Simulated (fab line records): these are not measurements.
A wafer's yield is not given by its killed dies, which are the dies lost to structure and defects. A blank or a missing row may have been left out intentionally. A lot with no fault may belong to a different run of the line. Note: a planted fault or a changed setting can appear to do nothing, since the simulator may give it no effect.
Which tool did it? | flow nand-harc | 12 lots with 36 wafers sampled at 5 steps, on a route of 1302 steps

WHAT THE GAUGES READ, wafer by wafer
NHARC_END_SORT_01. Usual: defect-limited-yield 91.2 %, standard deviation 2.6; killed-at-array 55, standard deviation 17; killed-at-other 0.9, standard deviation 1.2; killed-at-periphery 3.7, standard deviation 2.5; killed-dies 59, standard deviation 18; killed-open 3.4, standard deviation 1.9; killed-short 2.6, standard deviation 1.6; sort_bin_2_pct 3.1 %, standard deviation 1.2; sort_bin_3_pct 0.7 %, standard deviation 0.4; sort_bin_4_pct 4.9 %, standard deviation 1.4; sort-n-pass 618, standard deviation 18; sort-rim-yield-pct 93 %, standard deviation 3.7; sort-yield-pct 91.2 %, standard deviation 2.6.
lot  | measured     | on        | defect-limited-yield (%) | killed-at-array | killed-at-other | killed-at-periphery | killed-dies | killed-open | killed-short | sort_bin_2_pct (%) | sort_bin_3_pct (%) | sort_bin_4_pct (%) | sort-n-pass | sort-rim-yield-pct (%) | sort-yield-pct (%) | flag
L419 | day 27 01:24 | prober-01 | 96.2 96.2 96.5           | 24 23 22        | 0 0 0           | 2 3 2               | 26 26 24    | 0 5 7       | 4 5 3        | 0.7 0.7 1.2        | 0 0 0.1            | 3.1 3.1 2.2        | 651 651 653 | 97 96 95               | 96.2 96.2 96.5     |
L427 | day 29 18:31 | prober-01 | 0.4 89.4 0.4             | 670 67 673      | 2 3 0           | 2 2 1               | 674 72 674  | 1 6 2       | 0 4 2        | 92.6 4.0 93.4      | 1.6 0.3 1.0        | 5.3 6.4 5.2        | 3 605 3     | 1 91 2                 | 0.4 89.4 0.4       | OFF
L429 | day 30 09:46 | prober-02 | 89.5 93.1 0.4            | 64 42 659       | 0 0 2           | 7 5 13              | 71 47 674   | 5 2 4       | 1 2 2        | 3.1 3.7 93.9       | 1.5 0.9 0.4        | 5.9 2.4 5.2        | 606 630 3   | 90 88 1                | 89.5 93.1 0.4      | OFF

WHAT TOOL EACH LOT RAN ON (gives the tool, then ch and the chambers of the sampled wafers, and finally the start)
lot  | NHARC_A_M0_STRIP_18                | NHARC_A_M0_PVD_21                       | NHARC_A_M0_ECD_22              | NHARC_A_M0_CMP_23
L416 | rie-diel-08 ch 1,3, day 23 04:26   | pvd-sputter-01, day 23 05:20 or earlier | ecd-cu-02 ch 0,1, day 23 05:20 | cmp-03 ch 0,1, day 23 06:03
L415 | rie-diel-08 ch 0,1,2, day 23 05:25 | pvd-sputter-02, day 23 06:16 or earlier | ecd-cu-01 ch 0,1, day 23 06:16 | cmp-04 ch 0,3, day 23 06:59
L417 | rie-diel-10 ch 0,2,3, day 24 03:34 | pvd-sputter-03, day 24 04:26 or earlier | ecd-cu-02 ch 0,1, day 24 04:26 | cmp-02 ch 0,1,2, day 24 05:11
L419 | rie-diel-04 ch 0,3, day 24 10:31   | pvd-sputter-02, day 24 11:30 or earlier | ecd-cu-02 ch 0,1, day 24 11:30 | cmp-04 ch 0,1, day 24 12:08
L418 | rie-diel-04 ch 0,2,3, day 24 14:33 | pvd-sputter-03, day 24 15:31 or earlier | ecd-cu-01 ch 0,1, day 24 15:31 | cmp-02 ch 0,1,2, day 24 16:23
L420 | rie-diel-10 ch 0,1,3, day 25 19:07 | pvd-sputter-01, day 25 20:01 or earlier | ecd-cu-01 ch 0,1, day 25 20:01 | cmp-02 ch 0,1,3, day 25 20:44
L423 | rie-diel-10 ch 0,2,3, day 26 22:46 | pvd-sputter-02, day 26 23:44 or earlier | ecd-cu-02 ch 0,1, day 26 23:44 | cmp-04 ch 1,3, day 27 00:26
L427 | rie-diel-10 ch 0,1,3, day 28 01:55 | pvd-sputter-01, day 28 02:48 or earlier | ecd-cu-02 ch 0,1, day 28 02:48 | cmp-03 ch 2,3, day 28 03:33
L429 | rie-diel-08 ch 1,2,3, day 28 20:17 | pvd-sputter-03, day 28 21:14 or earlier | ecd-cu-02 ch 0,1, day 28 21:14 | cmp-03 ch 1,2, day 28 21:55
L435 | rie-diel-08 ch 0,1,3, day 31 15:17 | pvd-sputter-02, day 31 16:13 or earlier | ecd-cu-02 ch 0,1, day 31 16:13 | cmp-03 ch 1,2, day 31 16:53
L436 | rie-diel-08 ch 0,1,3, day 31 17:13 | pvd-sputter-01, day 31 18:09 or earlier | ecd-cu-02 ch 0,1, day 31 18:09 | cmp-02 ch 1,2, day 31 18:47
L437 | rie-diel-10 ch 0,1,3, day 32 16:01 | pvd-sputter-02, day 32 17:02 or earlier | ecd-cu-02 ch 0,1, day 32 17:02 | cmp-03 ch 0,2,3, day 32 17:44
- NHARC_A_M0_STRIP_18: strips in N2/H2.
- NHARC_A_M0_PVD_21: deposits Cu, target thk 30 nm, time 20.49 s.
- NHARC_A_M0_ECD_22: material Cu, target thk 400 nm.
- NHARC_A_M0_CMP_23: polishes, t overpolish 20 s, target thk 113.75 nm.

WHAT THE TOOLS THEMSELVES READ (means of the sampled wafers that have a number; where no wafer has one, the mark that the record gives instead)
NHARC_A_M0_STRIP_18. Usual: drypump-motor-current-A 5.8 A, standard deviation 0.39; n2-flow-sccm 150.0 sccm, standard deviation 0.48; oes-product-au 0.998 a.u., standard deviation 0.012; rf-vpp-V 90.6 V, standard deviation 0.97; showerhead-plenum-p-Torr 2.00 Torr, standard deviation 0.068; throttle-valve-pct 14.170 %, standard deviation 0.0092.
lot  | tool        | drypump-motor-current-A (A) | n2-flow-sccm (sccm) | oes-product-au (a.u.) | rf-vpp-V (V) | showerhead-plenum-p-Torr (Torr) | throttle-valve-pct (%) | flag
L416 | rie-diel-08 | 5.6                         | 149.5               | 0.993                 | 90.6         | 1.99                            | 14.174                 |
L415 | rie-diel-08 | 6.0                         | 150.1               | 0.987                 | 90.7         | 1.97                            | 14.173                 |
L417 | rie-diel-10 | 5.8                         | 150.4               | 1.006                 | 91.5         | 2.05                            | 14.171                 |
L419 | rie-diel-04 | 5.8                         | 150.0               | 1.015                 | 91.0         | 2.04                            | 14.183                 |
L418 | rie-diel-04 | 5.4                         | 150.0               | 1.000                 | 90.4         | 2.01                            | 14.169                 |
L420 | rie-diel-10 | 6.0                         | 150.2               | 1.004                 | 90.6         | 2.02                            | 14.170                 |
L423 | rie-diel-10 | 5.8                         | 149.5               | 1.010                 | 91.0         | 2.05                            | 14.174                 |
L427 | rie-diel-10 | 6.0                         | 150.1               | 1.009                 | 90.7         | 2.02                            | 14.168                 |
L429 | rie-diel-08 | 5.8                         | 150.1               | 0.987                 | 89.6         | 1.97                            | 14.172                 |
L435 | rie-diel-08 | 5.8                         | 150.4               | 1.004                 | 89.5         | 1.98                            | 14.168                 |
L436 | rie-diel-08 | 5.8                         | 150.0               | 1.005                 | 90.3         | 1.98                            | 14.176                 |
L437 | rie-diel-10 | 6.0                         | 149.8               | 1.001                 | 90.4         | 2.02                            | 14.167                 |

NHARC_A_M0_PVD_21. Usual: throttle-valve-pct at 30.5 %, with a standard deviation of 0.85.
lot  | tool           | throttle-valve-pct (%) | flag
L416 | pvd-sputter-01 | 30.1                   |
L415 | pvd-sputter-02 | 31.3                   |
L417 | pvd-sputter-03 | 30.3                   |
L419 | pvd-sputter-02 | 31.0                   |
L418 | pvd-sputter-03 | 29.2                   |
L420 | pvd-sputter-01 | 31.0                   |
L423 | pvd-sputter-02 | 31.3                   |
L427 | pvd-sputter-01 | 31.0                   |
L429 | pvd-sputter-03 | 29.3                   |
L435 | pvd-sputter-02 | 31.2                   |
L436 | pvd-sputter-01 | 30.7                   |
L437 | pvd-sputter-02 | 31.1                   |

NHARC_A_M0_CMP_23. Usual: motor-current-A 12.1 A, standard deviation 1.2; time-to-endpoint-s 30 s, standard deviation 3.5.
lot  | tool   | motor-current-A (A) | time-to-endpoint-s (s) | flag
L416 | cmp-03 | 13.5                | 28                     |
L415 | cmp-04 | 11.6                | 26                     |
L417 | cmp-02 | 12.3                | 32                     |
L419 | cmp-04 | 10.9                | 29                     |
L418 | cmp-02 | 12.3                | 32                     |
L420 | cmp-02 | 11.1                | 30                     |
L423 | cmp-04 | 11.1                | 26                     |
L427 | cmp-03 | 13.1                | 17                     | OFF
L429 | cmp-03 | 13.6                | 24                     |
L435 | cmp-03 | 13.2                | 30                     |
L436 | cmp-02 | 12.6                | 29                     |
L437 | cmp-03 | 12.5                | 30                     |

THE ANSWER, worked out from the rows above alone
Rule: lot off if the mean of its wafers having a number is beyond 3 standard deviations from the usual mean. A lot without any number at a reading at which 4 lots or more have one is off too. All remaining lots with rows at the step are treated as sound. First the gauges in route order, then the tools' own readings, where a lot's mean is used as printed above. The first step at which some lot is off is used, and at that step the reading that is off furthest; a lot without a number counts as furthest.
Off, at NHARC_END_SORT_01 on sort_bin_2_pct: L427, L429. Neither off nor sound, because the step has no rows for them: L416, L415, L417, L418, L420, L423, L435, L436, L437.
If a tool, at a process step before that reading, ran all the lots that are off and no sound lot after the first of them, it fits. Those tools and the gauges at NHARC_END_SORT_01 are tried in the same way. NHARC_A_M0_PVD_21 gives no start for some lots, so the hours and the order of its lots are those of NHARC_A_M0_ECD_22. 2 tools fit, ecd-cu-02 at NHARC_A_M0_ECD_22 and cmp-03 at NHARC_A_M0_CMP_23, so this cannot tell which one it is.

WHAT WAS PUT IN BY THE SIMULATOR
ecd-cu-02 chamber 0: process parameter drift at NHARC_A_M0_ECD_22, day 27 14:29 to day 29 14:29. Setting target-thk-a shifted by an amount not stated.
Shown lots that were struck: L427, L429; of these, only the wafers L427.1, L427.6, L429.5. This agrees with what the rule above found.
